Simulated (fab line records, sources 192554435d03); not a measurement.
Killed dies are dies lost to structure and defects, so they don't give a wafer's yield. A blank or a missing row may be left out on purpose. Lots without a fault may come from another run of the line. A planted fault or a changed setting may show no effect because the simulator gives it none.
One fault seen from 2 desks | flow n5_finfet | each desk has only its own numbers; what lay behind them comes last

THE DEFECT DESK
What the inspections along the route counted, lot by lot: means of the sampled wafers that have a number. A lot is out of limits, marked OUT, if its mean lies more than 4 standard deviations from the usual mean; the brackets give that distance.
Columns: A = raw_defect_count at N5_BEOL_M15_INSPECT_55, usual 65
lot  | first seen here | A
L162 | day 11 14:46    | 67
L163 | day 11 19:25    | 68
L164 | day 12 21:58    | 66
L171 | day 13 20:13    | 68
L176 | day 15 19:39    | 77
L174 | day 15 20:00    | 68
L175 | day 16 04:47    | 80
L180 | day 16 21:04    | 137
L182 | day 17 15:28    | 67
L183 | day 17 18:40    | 68
L185 | day 17 22:58    | 52
L184 | day 18 02:55    | 51
This desk's finding: nothing out of limits on any of the 12 lots.

THE TOOL OWNER'S DESK: pvd_sputter-03
The tool's own readings at N5_BEOL_M15_SPUTTER_45 (material Cu, target thk 100 nm, time 16.67 s): means of the sampled wafers that have a number, for each lot that ran on this tool. A lot is out of limits, marked OUT, if its mean lies more than 4 standard deviations from the usual mean; the brackets give that distance.
Columns: A = cathode_dc_power_W at N5_BEOL_M15_SPUTTER_45, usual 26001 W; B = throttle_valve_pct at N5_BEOL_M15_SPUTTER_45, usual 29.9 %
lot  | first seen here | A                       | B
L171 | day 13 19:05    | 25190 (-99 or more) OUT | 29.5
This desk's finding: out of limits on L171; first on L171, day 13 19:05 (cathode_dc_power_W at N5_BEOL_M15_SPUTTER_45). In limits: none.

PUT TOGETHER
The tool owner's desk could have raised an alarm at day 13 19:05, on L171.
The defect desk saw nothing out of limits.
The defect desk has L171 on record, within its limits.
Of the lots named, all ran N5_BEOL_M15_SPUTTER_45 on pvd_sputter-03.

WHAT THE SIMULATOR HAD PUT IN
Process parameter drift: pvd_sputter-03, from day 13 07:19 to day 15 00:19, at N5_BEOL_M15_SPUTTER_45. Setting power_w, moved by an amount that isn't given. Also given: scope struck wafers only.
Lots struck among those shown: L171.
Hours from the fault's start to each desk's first reading out of limits: the tool owner's desk, 12.
